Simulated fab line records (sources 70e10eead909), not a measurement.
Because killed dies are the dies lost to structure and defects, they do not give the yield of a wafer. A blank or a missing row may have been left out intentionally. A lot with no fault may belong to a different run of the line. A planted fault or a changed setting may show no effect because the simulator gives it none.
fab line records	flow nand_harc
[record] lots = 13	wafers = 39	last_day = 33
route steps=1302 shown THIN_TSV@1267 END@1302
lots that met no fault: from a run of the same line without faults
start_h: hours from the record's opening day to when the first of the lot's shown wafers began	wait_h: hours elapsed since this lot's preceding step	" as in the row above	L1.1+2: a single row standing in for several wafers	- no value present, or no start provided	* or withheld: withheld	< > ~ a bound
route shown NAME@n: names a module that has steps shown in the file, with the first one's number in the route	usual: the fault-free wafers' mean and standard deviation	same: alike in all rows	chamber/n: place in a boat	sites: the reading at each site	_std_site: the values' standard deviation	_edge_site: the outer-site mean with the inner-site mean subtracted	radius_mm: how far each site lies from the wafer's centre	mask NAME#n: copy n	behind: the last tool/chamber to shape the wafer	hold: reason for holding the lot/hours on hold/outcome of the hold	device: which transistor (n, p or np) failed to switch	end of line: the same wafers' tests at the end of the route	a step without rows: its recipe alone	killed: at the first sort, the dies lost to defects and structure; wafer yield is something else	map: a wafer's dies, marking killed ones x, the rest . and places with no die _
set.NAME: the setting the step ran with; set.NAME@STEP: the setting that earlier step ran with	model.NAME: the simulator's own value behind a step, which no gauge read
one table for each step of the route and one row for each wafer, over a sample of lots
services: the hour from which a tool's chamber was out of use, counted from the record's first day as start_h (under 0 if before that day), plus the number of hours and why
[[steps]]
[step NHARC_THIN_TSV_DEP_47]
[recipe] target_thk_a = 2000	temp_c = withheld	pressure_torr = 6.5	rf_w = 900	teos_flow_sccm = 161.4	flow_sccm = 2650	target_thk_nm = 200	gas = O2	material = SiO2
[usual] throttle_valve_pct = 15.9/0.54
lot.wafer	tool	chamber	start_h	wait_h	throttle_valve_pct
L996.3	pecvd-02	1	555.71	-	16.6
L996.2	"	2	"	"	16.7
L996.4	"	2	"	"	16.5
L998.3	pecvd-02	0	556.95	-	15.8
L998.1	"	1	"	"	16.1
L998.5	"	0	"	"	15.7
L997.1	pecvd-02	0	559.91	-	15.7
L997.2	"	2	"	"	16.8
L997.4	"	1	"	"	16.6
L999.3	pecvd-03	0	591.90	-	16.5
L999.1	"	1	"	"	15.4
L999.4	"	2	"	"	15.2
L100.1	pecvd-04	1	595.68	-	16.3
L100.3	"	0	"	"	15.4
L100.6	"	2	"	"	16.0
L102.2	pecvd-02	0	612.82	-	15.4
L102.5	"	1	"	"	15.9
L102.4	"	2	"	"	16.7
L105.2	pecvd-02	2	641.18	-	16.8
L105.5	"	2	"	"	16.3
L105.4	"	0	"	"	15.3
L104.1	pecvd-03	2	642.33	-	15.5
L104.2	"	0	"	"	16.8
L104.5	"	2	"	"	15.6
L106.3	pecvd-02	0	643.68	-	15.4
L106.1	"	1	"	"	16.4
L106.4	"	1	"	"	16.3
L108.1	pecvd-04	1	656.15	-	15.4
L108.2	"	2	"	"	15.5
L108.4	"	2	"	"	15.8
L107.6	pecvd-03	2	657.08	-	15.3
L107.5	"	0	"	"	17.0
L107.4	"	1	"	"	15.5
L112.6	pecvd-02	2	729.06	-	16.8
L112.5	"	0	"	"	15.4
L112.4	"	1	"	"	16.1
L119.2	pecvd-02	0	766.07	-	15.5
L119.3	"	2	"	"	16.8
L119.4	"	1	"	"	16.4
[step NHARC_THIN_TSV_STRIP_62]
[recipe] power_w = 1500	temp_c = 250	time_s = 20	chemistry = N2/H2
[usual] drypump_motor_current_A = 5.63/0.16	heater_power_w = 309/23
lot.wafer	tool	chamber	start_h	wait_h	drypump_motor_current_A	heater_power_w	rf_hours_counter_h
L996.2	plasma_asher-02	0	556.47	-	5.74	351	27
L996.4	"	0	"	"	5.80	359	-
L996.3	"	1	"	"	5.68	308	-
L998.1	plasma_asher-02	1	557.74	-	5.69	315	27
L998.3	"	0	"	"	5.79	363	-
L998.5	"	0	"	"	5.77	378	-
L997.1	plasma_asher-02	0	560.67	-	5.82	360	28
L997.2	"	1	"	"	5.68	309	28
L997.4	"	1	"	"	5.66	308	-
L999.1	plasma_asher-01	0	592.69	-	5.34	323	14
L999.4	"	1	"	"	5.66	289	-
L999.3	"	0	"	"	5.32	306	-
L100.1	plasma_asher-02	1	596.46	-	5.69	307	34
L100.3	"	0	"	"	5.77	361	-
L100.6	"	1	"	"	5.69	304	-
L102.2	plasma_asher-01	0	613.51	-	5.38	311	19
L102.4	"	1	"	"	5.69	285	-
L102.5	"	1	"	"	5.69	287	-
L105.2	plasma_asher-02	1	641.95	-	5.65	288	5
L105.4	"	0	"	"	5.77	326	-
L105.5	"	0	"	"	5.79	327	-
L104.2	plasma_asher-02	1	643.08	-	5.68	280	6
L104.1	"	0	"	"	5.81	327	6
L104.5	"	0	"	"	5.77	329	-
L106.1	plasma_asher-01	0	644.44	-	5.33	315	26
L106.3	"	0	"	"	5.33	321	-
L106.4	"	1	"	"	5.65	295	-
L108.1	plasma_asher-01	0	656.87	-	5.35	314	29
L108.2	"	1	"	"	5.66	293	29
L108.4	"	1	"	"	5.65	290	-
L107.4	plasma_asher-02	1	657.77	-	5.67	285	-
L107.5	"	0	"	"	5.76	330	-
L107.6	"	1	"	"	5.69	283	-
L112.4	plasma_asher-02	0	729.75	-	5.80	323	-
L112.5	"	1	"	"	5.68	271	-
L112.6	"	0	"	"	5.77	325	-
L119.2	plasma_asher-02	1	766.85	-	5.67	282	33
L119.3	"	0	"	"	5.76	328	-
L119.4	"	1	"	"	5.69	281	-
[step NHARC_THIN_TSV_DEGAS_49]
[recipe] temp_c = 300	time_s = 120
[usual] heater_power_w = 457/46
lot.wafer	tool	chamber	start_h	wait_h	heater_power_w
L996.4	pvd_sputter-03	-	556.65	0.1	548
L996.2	"	-	"	"	416
L996.3	"	-	"	"	394
L998.1	pvd_sputter-01	-	557.93	0.2	441
L998.3	"	-	"	"	438
L998.5	"	-	"	"	444
L997.1	pvd_sputter-02	-	560.84	0.1	415
L997.4	"	-	"	"	517
L997.2	"	-	"	"	494
L999.4	pvd_sputter-02	-	592.83	0.1	450
L999.1	"	-	"	"	409
L999.3	"	-	"	"	522
L100.1	pvd_sputter-02	-	596.61	0.1	511
L100.3	"	-	"	"	440
L100.6	"	-	"	"	498
L102.4	pvd_sputter-02	-	613.66	0.1	494
L102.2	"	-	"	"	522
L102.5	"	-	"	"	487
L105.2	pvd_sputter-03	-	642.13	0.2	392
L105.4	"	-	"	"	486
L105.5	"	-	"	"	386
L104.2	pvd_sputter-01	-	643.25	0.1	464
L104.1	"	-	"	"	438
L104.5	"	-	"	"	444
L106.4	pvd_sputter-03	-	644.65	0.1	464
L106.1	"	-	"	"	554
L106.3	"	-	"	"	392
L108.1	pvd_sputter-01	-	657.05	0.2	478
L108.2	"	-	"	"	448
L108.4	"	-	"	"	421
L107.4	pvd_sputter-03	-	657.88	0.1	536
L107.6	"	-	"	"	549
L107.5	"	-	"	"	412
L112.4	pvd_sputter-02	-	729.86	0.1	394
L112.6	"	-	"	"	461
L112.5	"	-	"	"	399
L119.4	pvd_sputter-02	-	767.00	0.1	460
L119.2	"	-	"	"	406
L119.3	"	-	"	"	473
[step NHARC_THIN_TSV_CD_MEAS_37]
[usual] cd_nm = 5000/3.5
lot.wafer	tool	chamber	start_h	wait_h	cd_nm
L996.2	cd_sem-03	-	561.10	-	5007
L996.3	"	-	"	"	5005
L996.4	"	-	"	"	5011
L998.1	cd_sem-02	-	562.47	-	5001
L998.3	"	-	"	"	4998
L998.5	"	-	"	"	4997
L997.1	cd_sem-03	-	565.40	-	4997
L997.2	"	-	"	"	5004
L997.4	"	-	"	"	5001
L999.1	cd_sem-02	-	597.65	-	4998
L999.3	"	-	"	"	5000
L999.4	"	-	"	"	4999
L100.1	cd_sem-03	-	601.49	-	5000
L100.3	"	-	"	"	4996
L100.6	"	-	"	"	4998
L102.2	cd_sem-02	-	618.24	-	4996
L102.4	"	-	"	"	4998
L102.5	"	-	"	"	4998
L105.2	cd_sem-02	-	646.72	-	5007
L105.4	"	-	"	"	5006
L105.5	"	-	"	"	5002
L104.1	cd_sem-01	-	648.02	-	4999
L104.2	"	-	"	"	5000
L104.5	"	-	"	"	5000
L106.1	cd_sem-02	-	649.29	-	4998
L106.3	"	-	"	"	5000
L106.4	"	-	"	"	4999
L108.1	cd_sem-02	-	661.72	-	4999
L108.2	"	-	"	"	4998
L108.4	"	-	"	"	5001
L107.4	cd_sem-01	-	662.62	-	5001
L107.5	"	-	"	"	4993
L107.6	"	-	"	"	4997
L112.4	cd_sem-01	-	734.42	-	4998
L112.5	"	-	"	"	5004
L112.6	"	-	"	"	5006
L119.2	cd_sem-02	-	771.60	-	4998
L119.3	"	-	"	"	5004
L119.4	"	-	"	"	4999
[step NHARC_END_SORT_01]
[recipe] temp_c = 25
[usual] defect_limited_yield = 91.5/2.7	killed_at_array = 52/19	killed_at_other = 0.9/1.3	killed_at_periphery = 4/3.1	killed_dies = 57/18	killed_open = 3.2/1.7	killed_short = 2.3/1.4	sort_bin_2_pct = 2.9/1.2	sort_bin_3_pct = 0.6/0.42	sort_bin_4_pct = 4.9/1.5	sort_n_pass = 620/18	sort_rim_yield_pct = 93/4.3	sort_yield_pct = 91.5/2.7
[same] gross_dies = 677	sort_bin_5_pct[%] = 0	sort_bin_6_pct[%] = 0	sort_bin_7_pct[%] = 0	sort_bin_8_pct[%] = 0	sort_rim_n_gross = 106.00
lot.wafer	tool	chamber	start_h	wait_h	defect_limited_yield[%]	killed_at_array	killed_at_other	killed_at_periphery	killed_dies	killed_open	killed_short	sort_bin_2_pct[%]	sort_bin_3_pct[%]	sort_bin_4_pct[%]	sort_n_pass	sort_rim_yield_pct[%]	sort_yield_pct[%]
L112.4	prober-01	0	748.28	3.4	93.1	41	0	6	47	2	2	2.4	0.4	4.1	630	94	93.1
L112.5	prober-01	0	749.08	3.7	92.2	51	0	2	53	3	4	2.5	0.3	5.0	624	97	92.2
L112.6	prober-01	0	749.88	4.0	87.0	34	50	4	88	5	4	6.8	1.8	4.4	589	80	87.0
L119.2	prober-02	0	781.72	2.8	92.6	45	2	3	50	1	1	2.4	0.3	4.7	627	92	92.6
L119.3	prober-02	0	782.52	3.1	83.3	57	55	1	113	2	2	4.3	4.4	8.0	564	85	83.3
L119.4	prober-02	0	783.33	3.4	93.9	36	2	3	41	4	4	1.5	0.6	4.0	636	89	93.9
// killed by level:class
L112.4 A_CHANNEL_HOLE_D2:chamber_film_flake=23 A_CHANNEL_HOLE_D1:chamber_film_flake=5 A_CONTACT:chamber_film_flake=5 A_SLIT:chamber_film_flake=3 P_M1:chamber_film_flake=2 P_BONDPAD:chamber_film_flake=2 P_GATE:geometric_particle:short=1 A_CHANNEL_FILL_D1:geometric_particle:open=1
L112.5 A_CHANNEL_HOLE_D2:chamber_film_flake=20 A_CONTACT:chamber_film_flake=8 A_SLIT:chamber_film_flake=6 A_CHANNEL_HOLE_D1:chamber_film_flake=5 A_CHANNEL_FILL_D1:chamber_film_flake=2 A_WL_FILL:chamber_film_flake=2 A_CHANNEL_FILL_D1:geometric_particle:open=1 A_DECK1_JOINT:geometric_particle:open=1
L112.6 THIN_TSV:unspecified=49 A_SLIT:chamber_film_flake=8 A_CHANNEL_HOLE_D2:chamber_film_flake=6 A_CHANNEL_HOLE_D1:chamber_film_flake=5 A_CONTACT:chamber_film_flake=5 P_M1:chamber_film_flake=3 A_DECK1_JOINT:geometric_particle:open=2 A_WL_FILL:geometric_particle:short=2
L119.2 A_CHANNEL_HOLE_D1:chamber_film_flake=18 A_CHANNEL_HOLE_D2:chamber_film_flake=12 A_CONTACT:chamber_film_flake=6 A_SLIT:chamber_film_flake=5 P_GATE:chamber_film_flake=3 A_STAIRCASE:chamber_film_flake=2 THIN_TSV:chamber_film_flake=2 A_WL_FILL:geometric_particle:short=1
L119.3 THIN_TSV:unspecified=51 A_CHANNEL_HOLE_D2:chamber_film_flake=20 A_SLIT:chamber_film_flake=15 A_CHANNEL_HOLE_D1:chamber_film_flake=13 THIN_TSV:chamber_film_flake=4 A_CONTACT:chamber_film_flake=3 A_WL_FILL:chamber_film_flake=3 P_M1:geometric_particle:open=1
L119.4 A_CHANNEL_HOLE_D2:chamber_film_flake=12 A_SLIT:chamber_film_flake=8 A_CHANNEL_HOLE_D1:chamber_film_flake=5 A_CONTACT:chamber_film_flake=4 P_M0:geometric_particle:open=1 P_M2:geometric_particle:short=1 A_ONON_D1:geometric_particle:short=1 A_CHANNEL_HOLE_D1:geometric_particle:open=1
[[services]]
tool	chamber	start_h	hours	kind
pecvd-03	-	547.25	13.0	pm
pvd_sputter-02	-	556.41	0.5	repair
pecvd-04	0	561.32	19.9	repair
pecvd-04	2	579.22	6.0	repair
plasma_asher-02	-	582.04	4.0	repair
pvd_sputter-01	-	582.97	10.0	pm
pecvd-02	-	589.49	13.0	pm
plasma_asher-02	-	603.05	9.0	pm
plasma_asher-02	0	603.05	9.0	vent_cycle
plasma_asher-02	1	603.05	9.0	vent_cycle
plasma_asher-02	0	612.05	-	clean
pecvd-04	-	631.19	13.0	pm
pvd_sputter-02	-	638.00	10.0	pm
pvd_sputter-03	-	671.58	1.1	repair
pvd_sputter-01	-	674.90	4.6	repair
plasma_asher-02	-	692.15	4.1	repair
pvd_sputter-01	-	694.64	2.8	repair
plasma_asher-01	-	696.76	9.0	pm
pvd_sputter-03	-	703.25	4.3	repair
pvd_sputter-03	-	707.56	10.0	pm
pecvd-03	-	728.25	13.0	pm
pvd_sputter-03	-	742.65	3.8	repair
pvd_sputter-01	-	760.97	10.0	pm
pecvd-04	1	761.65	4.9	repair
[[key]]
[first_sign] step = NHARC_END_SORT_01	reading = killed_at_other	direction = up	sigmas = 40	usual = 0.9	struck = 52.5
[more_kills_born_at] NHARC_THIN_TSV_DEP_47@pecvd-02 = 100
met_at NHARC_THIN_TSV_DEP_47
struck_lots L112,L119
struck_wafers L112.6,L119.3
not_acting_at NHARC_THIN_TSV_STRIP_62,NHARC_THIN_TSV_DEGAS_49,NHARC_THIN_TSV_CD_MEAS_37
onset_between 641.18 729.06
[fault] kind = chamber_particle_source	tool = pecvd-02	chamber = 2	onset_h = 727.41	steps = NHARC_THIN_TSV_DEP_47	rate_per_visit_cm2 = 1.1	end_h = 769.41
